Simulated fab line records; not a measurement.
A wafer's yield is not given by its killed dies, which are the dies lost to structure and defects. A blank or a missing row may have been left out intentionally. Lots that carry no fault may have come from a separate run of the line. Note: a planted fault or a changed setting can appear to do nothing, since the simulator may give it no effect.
fab line records	flow nand_harc	part 1 of 2: steps 1 to 26 of 37
record lots=5	wafers=15	last_day=24
route steps=1159 shown A_ZERO_WELL@411 A_SOURCE_PLATE@413 A_ONON_D1@424 A_CHANNEL_HOLE_D1@450
lots that met no fault: from a run of the same line without faults
start_h: hours from the record's opening day to when the first of the lot's shown wafers began	wait_h: hours elapsed since this lot's preceding step	" unchanged from the row above	L1.1+2: one row covering several wafers at once	- no value present, or no start provided	* or withheld: withheld	< > ~ a bound
route shown NAME@n: a module of which the file shows steps, and the number in the route of the first	usual: the fault-free wafers' mean and standard deviation	same: alike in all rows	chamber/n: place in a boat	sites: each site's reading	_std_site: their standard deviation	_edge_site: mean of outer sites minus mean of inner sites	radius_mm: how far each site lies from the wafer's centre	mask NAME#n: copy n	behind: the most recent tool/chamber to have shaped the wafer	hold: reason for holding the lot/hours on hold/outcome of the hold	device: the transistor (n, p or np) that didn't switch	end of line: tests run on the same wafers once the route is complete	a step given without rows: its recipe and nothing more	killed: at the first sort, the dies lost to defects and structure; wafer yield is something else	map: shows each die of a wafer: x if killed, . if not, _ if none is there
set.NAME: the setting as run; set.NAME@STEP: as run at that earlier step	model.NAME: the simulator's own value behind a step, which no gauge read
a table for each step, a row for each wafer; lots at some steps of the route
services: the hour from which a tool's chamber was out of use, counted from the record's first day as start_h (under 0 if before that day), plus the number of hours and why
## steps
# step NHARC_A_ZERO_WELL_RTA_16
# recipe temp_c=1000	time_s=10
# usual lamp_power_pct=27.7/1.5	lamp_zone_3_pct=27.7/1.5	wafer_temp_C_max=1004.4/0.76
# same time_s=10
lot.wafer	tool	chamber	start_h	wait_h	lamp_power_pct	lamp_zone_3_pct	wafer_temp_C_max
L076.2	rtp_anneal-01	0	142.50	-	26.1	26.1	1004.0
L076.3	"	0	"	"	26.1	26.1	1003.5
L076.6	"	0	"	"	26.1	26.1	1004.2
L079.1	rtp_anneal-02	0	167.42	-	29.0	29.1	1004.0
L079.2	"	0	"	"	29.1	29.1	1003.9
L079.4	"	0	"	"	29.0	29.1	1004.7
L080.2	rtp_anneal-02	0	169.42	-	29.1	29.0	1003.6
L080.3	"	0	"	"	29.1	29.0	1003.8
L080.5	"	0	"	"	29.1	29.0	1004.0
L091.2	rtp_anneal-01	0	234.95	-	26.1	26.1	1005.3
L091.4	"	0	"	"	26.1	26.1	1004.4
L091.5	"	0	"	"	26.1	26.1	1004.3
L096.2	rtp_anneal-02	0	269.35	-	29.0	29.0	1004.4
L096.3	"	0	"	"	29.1	29.0	1004.5
L096.5	"	0	"	"	29.1	29.0	1004.3
# step NHARC_A_ZERO_WELL_INSPECT_17
# usual raw_defect_count=12/6.5
lot.wafer	tool	chamber	start_h	wait_h	raw_defect_count
L076.2	defect_inspect-01	-	142.67	0.1	15
L076.3	"	-	"	"	14
L076.6	"	-	"	"	24
L079.1	defect_inspect-01	-	167.62	0.2	5
L079.2	"	-	"	"	11
L079.4	"	-	"	"	9
L080.2	defect_inspect-02	-	169.59	0.1	16
L080.3	"	-	"	"	4
L080.5	"	-	"	"	7
L091.2	defect_inspect-02	-	235.11	0.1	10
L091.4	"	-	"	"	10
L091.5	"	-	"	"	6
L096.2	defect_inspect-02	-	269.52	0.1	33
L096.3	"	-	"	"	24
L096.5	"	-	"	"	26
# step NHARC_A_SOURCE_PLATE_PRECLEAN_00
# recipe time_s=60	chemistry=HF-LAST
# same time_s=60
lot.wafer	tool	chamber	start_h	wait_h
L076.2+6+3	wet_bench-03	6,7,1	142.74	0.1
L079.2+4+1	wet_bench-03	3,6,7	167.67	0.0
L080.5+3+2	wet_bench-06	3,4,7	169.64	0.0
L091.5+4+2	wet_bench-06	2,4,6	235.16	0.0
L096.2+3+5	wet_bench-03	4,5,0	269.57	0.0
# step NHARC_A_SOURCE_PLATE_SRD_01
lot.wafer	tool	chamber	start_h	wait_h
L076.2+6+3	wet_bench-03	6,7,1	142.79	0.0
L079.2+4+1	wet_bench-03	3,6,7	167.74	0.1
L080.5+3+2	wet_bench-06	3,4,7	-	-
L091.5+4+2	wet_bench-06	2,4,6	-	-
L096.2+3+5	wet_bench-03	4,5,0	-	-
# step NHARC_A_SOURCE_PLATE_OXIDE_02
# recipe target_thk_a=100	temp_c=900	ox_time_s=1362	material=SiO2
# usual spike_tc_top_C=911.0/1	zone_power_centre_pct=22.0/2.4
lot.wafer	tool	chamber	start_h	wait_h	spike_tc_top_C	zone_power_centre_pct
L076.2	furnace-06	0	146.08	3.3	910.7	23.4
L076.3	"	0	"	"	911.4	24.2
L076.6	"	0	"	"	911.3	23.8
L079.1	furnace-01	0	170.72	3.0	911.5	19.2
L079.2	"	0	"	"	912.0	18.6
L079.4	"	0	"	"	910.9	19.0
L080.2	furnace-01	0	170.72	-	910.8	18.8
L080.3	"	0	"	"	910.2	18.8
L080.5	"	0	"	"	910.6	18.8
L091.2	furnace-06	0	238.47	-	911.3	23.9
L091.4	"	0	"	"	912.1	23.8
L091.5	"	0	"	"	911.9	23.8
L096.2	furnace-06	0	276.15	-	910.5	24.0
L096.3	"	0	"	"	911.3	23.5
L096.5	"	0	"	"	911.2	23.8
# step NHARC_A_SOURCE_PLATE_THK_MEAS_09
# recipe thk_meas_gauge=ellipsometry
# usual thk_nm=9.6/1
lot.wafer	tool	chamber	start_h	wait_h	thk_nm
L076.2	film_metro-01	-	150.16	0.4	11.0
L076.3	"	-	"	"	8.4
L076.6	"	-	"	"	9.9
L079.1	film_metro-01	-	174.81	0.4	9.6
L079.2	"	-	"	"	8.9
L079.4	"	-	"	"	10.0
L080.2	film_metro-02	-	174.81	0.4	7.5
L080.3	"	-	"	"	9.4
L080.5	"	-	"	"	9.6
L091.2	film_metro-01	-	242.48	0.4	8.5
L091.4	"	-	"	"	9.1
L091.5	"	-	"	"	8.5
L096.2	film_metro-01	-	280.22	0.4	9.7
L096.3	"	-	"	"	10.7
L096.5	"	-	"	"	8.8
# step NHARC_A_SOURCE_PLATE_PVD_04
# recipe target_thk_a=500	material=WSi2
lot.wafer	tool	chamber	start_h	wait_h
L076.3+2+6	pvd_sputter-02	-	150.21	0.1
L079.2+4+1	pvd_sputter-02	-	174.86	0.1
L080.2+3+5	pvd_sputter-03	-	174.87	0.1
L091.4+2+5	pvd_sputter-01	-	242.54	0.1
L096.2+3+5	pvd_sputter-02	-	280.31	0.1
# step NHARC_A_SOURCE_PLATE_CVD_03
# recipe target_thk_a=2000	temp_c=620	pressure_mtorr=200	time_s=4000	material=poly-Si
# usual spike_tc_top_C=636.8/2.3	zone_power_centre_pct=8.70/0.29
# same time_s=4000
lot.wafer	tool	chamber	start_h	wait_h	spike_tc_top_C	zone_power_centre_pct
L076.2	lpcvd_poly-02	0	152.90	-	631.5	8.93
L076.3	"	0	"	"	633.8	9.00
L076.6	"	0	"	"	632.3	9.01
L079.1	lpcvd_poly-03	0	177.37	-	637.8	8.80
L079.2	"	0	"	"	638.1	8.65
L079.4	"	0	"	"	638.3	8.80
L080.2	lpcvd_poly-03	0	177.37	-	637.9	8.79
L080.3	"	0	"	"	639.3	8.73
L080.5	"	0	"	"	637.0	8.77
L091.2	lpcvd_poly-03	0	245.05	-	637.7	8.87
L091.4	"	0	"	"	640.6	8.85
L091.5	"	0	"	"	638.2	8.71
L096.2	lpcvd_poly-03	0	282.79	-	639.4	8.84
L096.3	"	0	"	"	637.2	8.69
L096.5	"	0	"	"	637.8	8.61
# step NHARC_A_SOURCE_PLATE_ANNEAL_05
# recipe temp_c=850	time_s=1800
# usual spike_tc_top_C=861.8/1.1	zone_power_centre_pct=18.1/2
# same time_s=1800
lot.wafer	tool	chamber	start_h	wait_h	spike_tc_top_C	zone_power_centre_pct
L076.2	furnace-01	0	159.25	3.2	862.8	16.7
L076.3	"	0	"	"	861.8	16.9
L076.6	"	0	"	"	861.5	17.0
L079.1	furnace-07	0	184.53	4.0	860.6	16.9
L079.2	"	0	"	"	861.3	16.7
L079.4	"	0	"	"	861.7	16.9
L080.2	furnace-07	0	184.53	4.0	863.3	16.7
L080.3	"	0	"	"	862.4	16.9
L080.5	"	0	"	"	861.5	16.6
L091.2	furnace-01	0	252.92	4.8	861.9	16.7
L091.4	"	0	"	"	860.8	16.7
L091.5	"	0	"	"	861.0	16.7
L096.2	furnace-01	0	289.12	3.2	861.5	16.5
L096.3	"	0	"	"	861.9	16.5
L096.5	"	0	"	"	861.5	16.9
# step NHARC_A_SOURCE_PLATE_THK_MEAS_06
# recipe thk_meas_gauge=ellipsometry
# usual thk_nm=200.5/2.3
lot.wafer	tool	chamber	start_h	wait_h	thk_nm
L076.2	film_metro-01	-	163.19	0.4	202.0
L076.3	"	-	"	"	200.9
L076.6	"	-	"	"	200.8
L080.2	film_metro-01	-	188.47	0.4	199.0
L080.3	"	-	"	"	201.4
L080.5	"	-	"	"	199.1
L079.1	film_metro-02	-	188.49	0.4	204.9
L079.2	"	-	"	"	200.9
L079.4	"	-	"	"	200.9
L091.2	film_metro-02	-	256.82	0.4	198.7
L091.4	"	-	"	"	199.4
L091.5	"	-	"	"	198.0
L096.2	film_metro-02	-	293.02	0.4	203.2
L096.3	"	-	"	"	201.2
L096.5	"	-	"	"	200.2
# step NHARC_A_SOURCE_PLATE_INSPECT_08
# usual raw_defect_count=74/28
lot.wafer	tool	chamber	start_h	wait_h	raw_defect_count
L076.2	defect_inspect-01	-	163.26	0.0	54
L076.3	"	-	"	"	54
L076.6	"	-	"	"	95
L080.2	defect_inspect-02	-	188.53	0.0	119
L080.3	"	-	"	"	144
L080.5	"	-	"	"	105
L079.1	defect_inspect-02	-	188.57	0.0	82
L079.2	"	-	"	"	62
L079.4	"	-	"	"	87
L091.2	defect_inspect-02	-	256.90	0.0	134
L091.4	"	-	"	"	202
L091.5	"	-	"	"	84
L096.2	defect_inspect-01	-	293.09	0.0	122
L096.3	"	-	"	"	139
L096.5	"	-	"	"	111
# step NHARC_A_ONON_D1_DEP_00
# recipe target_thk_a=10000	n2_flow_sccm=2750	n2o_flow_sccm=2000	nh3_flow_sccm=500	sih4_flow_sccm=210	temp_c=400
# usual nh3_flow_sccm=499.8/1.5
lot.wafer	tool	chamber	start_h	wait_h	nh3_flow_sccm
L076.2	pecvd_onon-01	0	163.38	0.1	500.5
L076.3	"	0	"	"	501.8
L076.6	"	0	"	"	500.2
L079.1	pecvd_onon-02	0	188.64	0.1	498.3
L079.2	"	0	"	"	500.9
L079.4	"	0	"	"	499.6
L080.2	pecvd_onon-03	0	188.65	0.1	498.6
L080.3	"	0	"	"	500.3
L080.5	"	0	"	"	498.0
L091.2	pecvd_onon-01	0	257.03	0.1	498.4
L091.4	"	0	"	"	499.0
L091.5	"	0	"	"	498.6
L096.2	pecvd_onon-03	0	293.21	0.1	500.7
L096.3	"	0	"	"	501.2
L096.5	"	0	"	"	499.9
# step NHARC_A_ONON_D1_THK_MEAS_02
# recipe thk_meas_gauge=ellipsometry
# usual thk_nm=1000/9.2
lot.wafer	tool	chamber	start_h	wait_h	thk_nm
L076.2	film_metro-01	-	163.83	-	1011
L076.3	"	-	"	"	1015
L076.6	"	-	"	"	1013
L080.2	film_metro-02	-	189.10	-	982
L080.3	"	-	"	"	984
L080.5	"	-	"	"	981
L079.1	film_metro-01	-	189.15	-	1011
L079.2	"	-	"	"	1011
L079.4	"	-	"	"	1012
L091.2	film_metro-01	-	257.48	-	1004
L091.4	"	-	"	"	1004
L091.5	"	-	"	"	1005
L096.2	film_metro-02	-	293.66	-	1006
L096.3	"	-	"	"	1006
L096.5	"	-	"	"	1003
# step NHARC_A_ONON_D1_DEP_03
# recipe target_thk_a=10000	n2_flow_sccm=2750	n2o_flow_sccm=2000	nh3_flow_sccm=500	sih4_flow_sccm=210	temp_c=400
# usual nh3_flow_sccm=500.0/1.6
lot.wafer	tool	chamber	start_h	wait_h	nh3_flow_sccm
L076.2	pecvd_onon-02	0	163.95	0.1	504.2
L076.3	"	0	"	"	501.5
L076.6	"	0	"	"	501.3
L079.1	pecvd_onon-02	0	189.20	0.1	503.5
L079.2	"	0	"	"	502.1
L079.4	"	0	"	"	502.7
L080.2	pecvd_onon-03	0	189.22	0.1	501.4
L080.3	"	0	"	"	501.1
L080.5	"	0	"	"	500.1
L091.2	pecvd_onon-03	0	257.60	0.1	500.0
L091.4	"	0	"	"	497.0
L091.5	"	0	"	"	499.1
L096.2	pecvd_onon-03	0	293.77	0.1	499.7
L096.3	"	0	"	"	498.7
L096.5	"	0	"	"	498.8
# step NHARC_A_ONON_D1_THK_MEAS_05
# recipe thk_meas_gauge=ellipsometry
# usual thk_nm=1000/9
lot.wafer	tool	chamber	start_h	wait_h	thk_nm
L076.2	film_metro-01	-	164.40	-	1002
L076.3	"	-	"	"	1004
L076.6	"	-	"	"	1005
L080.2	film_metro-02	-	189.67	-	1004
L080.3	"	-	"	"	1006
L080.5	"	-	"	"	1005
L079.1	film_metro-01	-	189.71	-	1008
L079.2	"	-	"	"	1010
L079.4	"	-	"	"	1011
L091.2	film_metro-02	-	258.06	-	1011
L091.4	"	-	"	"	1010
L091.5	"	-	"	"	1011
L096.2	film_metro-02	-	294.23	-	1005
L096.3	"	-	"	"	1004
L096.5	"	-	"	"	1002
# step NHARC_A_ONON_D1_DEP_06
# recipe target_thk_a=10000	n2_flow_sccm=2750	n2o_flow_sccm=2000	nh3_flow_sccm=500	sih4_flow_sccm=210	temp_c=400
# usual nh3_flow_sccm=500.2/1.4
lot.wafer	tool	chamber	start_h	wait_h	nh3_flow_sccm
L076.2	pecvd_onon-01	0	164.51	0.1	498.9
L076.3	"	0	"	"	500.7
L076.6	"	0	"	"	499.4
L079.1	pecvd_onon-02	0	189.76	0.1	502.9
L079.2	"	0	"	"	502.5
L079.4	"	0	"	"	499.3
L080.2	pecvd_onon-03	0	189.79	0.1	500.3
L080.3	"	0	"	"	499.3
L080.5	"	0	"	"	499.3
L091.2	pecvd_onon-02	0	258.17	0.1	499.0
L091.4	"	0	"	"	500.5
L091.5	"	0	"	"	501.3
L096.2	pecvd_onon-03	0	294.34	0.1	499.8
L096.3	"	0	"	"	498.7
L096.5	"	0	"	"	499.3
# step NHARC_A_ONON_D1_THK_MEAS_08
# recipe thk_meas_gauge=ellipsometry
# usual thk_nm=1004/11
lot.wafer	tool	chamber	start_h	wait_h	thk_nm
L076.2	film_metro-01	-	164.96	-	1021
L076.3	"	-	"	"	1019
L076.6	"	-	"	"	1020
L080.2	film_metro-02	-	190.24	-	989
L080.3	"	-	"	"	991
L080.5	"	-	"	"	991
L079.1	film_metro-01	-	190.28	-	1002
L079.2	"	-	"	"	1001
L079.4	"	-	"	"	1001
L091.2	film_metro-01	-	258.65	-	1015
L091.4	"	-	"	"	1017
L091.5	"	-	"	"	1015
L096.2	film_metro-01	-	294.80	-	1024
L096.3	"	-	"	"	1025
L096.5	"	-	"	"	1025
# step NHARC_A_ONON_D1_DEP_09
# recipe target_thk_a=10000	n2_flow_sccm=2750	n2o_flow_sccm=2000	nh3_flow_sccm=500	sih4_flow_sccm=210	temp_c=400
# usual nh3_flow_sccm=499.9/1.4
lot.wafer	tool	chamber	start_h	wait_h	nh3_flow_sccm
L076.2	pecvd_onon-02	0	165.08	0.1	499.0
L076.3	"	0	"	"	499.4
L076.6	"	0	"	"	501.0
L079.1	pecvd_onon-03	0	190.33	0.1	502.0
L079.2	"	0	"	"	503.3
L079.4	"	0	"	"	503.3
L080.2	pecvd_onon-01	0	190.35	0.1	498.9
L080.3	"	0	"	"	499.4
L080.5	"	0	"	"	499.5
L091.2	pecvd_onon-01	0	258.76	0.1	500.0
L091.4	"	0	"	"	499.5
L091.5	"	0	"	"	500.1
L096.2	pecvd_onon-03	0	294.91	0.1	501.9
L096.3	"	0	"	"	498.5
L096.5	"	0	"	"	499.3
# step NHARC_A_ONON_D1_THK_MEAS_11
# recipe thk_meas_gauge=ellipsometry
# usual thk_nm=1001/10
lot.wafer	tool	chamber	start_h	wait_h	thk_nm
L076.2	film_metro-01	-	165.53	-	1010
L076.3	"	-	"	"	1010
L076.6	"	-	"	"	1010
L080.2	film_metro-02	-	190.81	-	1003
L080.3	"	-	"	"	1002
L080.5	"	-	"	"	1004
L079.1	film_metro-02	-	190.84	-	1003
L079.2	"	-	"	"	1006
L079.4	"	-	"	"	1005
L091.2	film_metro-02	-	259.24	-	1017
L091.4	"	-	"	"	1016
L091.5	"	-	"	"	1016
L096.2	film_metro-01	-	295.37	-	984
L096.3	"	-	"	"	987
L096.5	"	-	"	"	984
# step NHARC_A_ONON_D1_DEP_12
# recipe target_thk_a=10000	n2_flow_sccm=2750	n2o_flow_sccm=2000	nh3_flow_sccm=500	sih4_flow_sccm=210	temp_c=400
# usual nh3_flow_sccm=500.1/1.5
lot.wafer	tool	chamber	start_h	wait_h	nh3_flow_sccm
L076.2	pecvd_onon-01	0	165.64	0.1	498.1
L076.3	"	0	"	"	498.2
L076.6	"	0	"	"	500.6
L079.1	pecvd_onon-01	0	190.90	0.1	500.2
L079.2	"	0	"	"	498.8
L079.4	"	0	"	"	499.8
L080.2	pecvd_onon-02	0	190.92	0.1	498.4
L080.3	"	0	"	"	500.4
L080.5	"	0	"	"	502.2
L091.2	pecvd_onon-03	0	259.35	0.1	502.2
L091.4	"	0	"	"	501.7
L091.5	"	0	"	"	502.1
L096.2	pecvd_onon-03	0	295.48	0.1	500.8
L096.3	"	0	"	"	500.7
L096.5	"	0	"	"	500.3
# step NHARC_A_ONON_D1_THK_MEAS_14
# recipe thk_meas_gauge=ellipsometry
# usual thk_nm=1001/10
lot.wafer	tool	chamber	start_h	wait_h	thk_nm
L076.2	film_metro-01	-	166.09	-	993
L076.3	"	-	"	"	992
L076.6	"	-	"	"	994
L080.2	film_metro-02	-	191.38	-	991
L080.3	"	-	"	"	992
L080.5	"	-	"	"	992
L079.1	film_metro-01	-	191.40	-	997
L079.2	"	-	"	"	996
L079.4	"	-	"	"	997
L091.2	film_metro-02	-	259.80	-	995
L091.4	"	-	"	"	995
L091.5	"	-	"	"	995
L096.2	film_metro-02	-	295.93	-	995
L096.3	"	-	"	"	995
L096.5	"	-	"	"	994
# step NHARC_A_ONON_D1_ANNEAL_15
# recipe temp_c=750	time_s=3600
# usual spike_tc_top_C=767.7/2.1	zone_power_centre_pct=12.5/0.43
# same time_s=3600
lot.wafer	tool	chamber	start_h	wait_h	spike_tc_top_C	zone_power_centre_pct
L076.2	furnace-02	0	170.48	4.4	769.2	12.5
L076.3	"	0	"	"	769.3	12.5
L076.6	"	0	"	"	768.5	12.2
L079.1	furnace-02	0	194.09	2.7	770.2	12.1
L079.2	"	0	"	"	768.5	12.4
L079.4	"	0	"	"	767.7	12.2
L080.2	furnace-02	0	194.09	2.7	769.5	11.9
L080.3	"	0	"	"	768.0	12.1
L080.5	"	0	"	"	766.9	12.0
L091.2	furnace-04	0	263.91	4.1	766.9	13.1
L091.4	"	0	"	"	766.6	12.9
L091.5	"	0	"	"	768.5	12.9
L096.2	furnace-02	0	299.00	3.1	769.3	12.4
L096.3	"	0	"	"	768.2	12.4
L096.5	"	0	"	"	770.0	12.3
# step NHARC_A_ONON_D1_DEP_16
# recipe target_thk_a=10000	n2_flow_sccm=2750	n2o_flow_sccm=2000	nh3_flow_sccm=500	sih4_flow_sccm=210	temp_c=400
# usual nh3_flow_sccm=499.9/1.6
lot.wafer	tool	chamber	start_h	wait_h	nh3_flow_sccm
L076.2	pecvd_onon-03	0	174.45	0.1	499.4
L076.3	"	0	"	"	496.9
L076.6	"	0	"	"	499.5
L079.1	pecvd_onon-02	0	198.00	0.1	497.3
L079.2	"	0	"	"	499.3
L079.4	"	0	"	"	498.2
L080.2	pecvd_onon-03	0	198.06	0.1	500.5
L080.3	"	0	"	"	499.7
L080.5	"	0	"	"	497.4
L091.2	pecvd_onon-01	0	267.83	0.1	500.4
L091.4	"	0	"	"	501.7
L091.5	"	0	"	"	501.2
L096.2	pecvd_onon-03	0	302.94	0.1	501.2
L096.3	"	0	"	"	499.7
L096.5	"	0	"	"	502.4
# step NHARC_A_ONON_D1_THK_MEAS_18
# recipe thk_meas_gauge=ellipsometry
# usual thk_nm=1003/8.3
lot.wafer	tool	chamber	start_h	wait_h	thk_nm
L076.2	film_metro-02	-	174.91	-	1010
L076.3	"	-	"	"	1012
L076.6	"	-	"	"	1011
L079.1	film_metro-01	-	198.51	-	989
L079.2	"	-	"	"	992
L079.4	"	-	"	"	992
L080.2	film_metro-02	-	198.51	-	997
L080.3	"	-	"	"	998
L080.5	"	-	"	"	997
L091.2	film_metro-02	-	268.29	-	1004
L091.4	"	-	"	"	1004
L091.5	"	-	"	"	1003
L096.2	film_metro-02	-	303.39	-	1008
L096.3	"	-	"	"	1008
L096.5	"	-	"	"	1009
# step NHARC_A_ONON_D1_DEP_19
# recipe target_thk_a=10000	n2_flow_sccm=2750	n2o_flow_sccm=2000	nh3_flow_sccm=500	sih4_flow_sccm=210	temp_c=400
# usual nh3_flow_sccm=499.6/1.4
lot.wafer	tool	chamber	start_h	wait_h	nh3_flow_sccm
L076.2	pecvd_onon-02	0	175.02	0.1	498.4
L076.3	"	0	"	"	499.0
L076.6	"	0	"	"	497.2
L079.1	pecvd_onon-02	0	198.56	0.1	497.4
L079.2	"	0	"	"	499.5
L079.4	"	0	"	"	500.0
L080.2	pecvd_onon-03	0	198.62	0.1	500.2
L080.3	"	0	"	"	499.3
L080.5	"	0	"	"	500.1
L091.2	pecvd_onon-02	0	268.40	0.1	501.1
L091.4	"	0	"	"	501.4
L091.5	"	0	"	"	497.6
L096.2	pecvd_onon-03	0	303.51	0.1	499.9
L096.3	"	0	"	"	499.3
L096.5	"	0	"	"	501.3
# step NHARC_A_ONON_D1_THK_MEAS_21
# recipe thk_meas_gauge=ellipsometry
# usual thk_nm=1000/11
lot.wafer	tool	chamber	start_h	wait_h	thk_nm
L076.2	film_metro-02	-	175.47	-	987
L076.3	"	-	"	"	988
L076.6	"	-	"	"	987
L080.2	film_metro-02	-	199.07	-	1012
L080.3	"	-	"	"	1011
L080.5	"	-	"	"	1014
L079.1	film_metro-01	-	199.07	-	1018
L079.2	"	-	"	"	1016
L079.4	"	-	"	"	1018
L091.2	film_metro-02	-	268.88	-	997
L091.4	"	-	"	"	996
L091.5	"	-	"	"	996
L096.2	film_metro-02	-	303.96	-	997
L096.3	"	-	"	"	996
L096.5	"	-	"	"	997
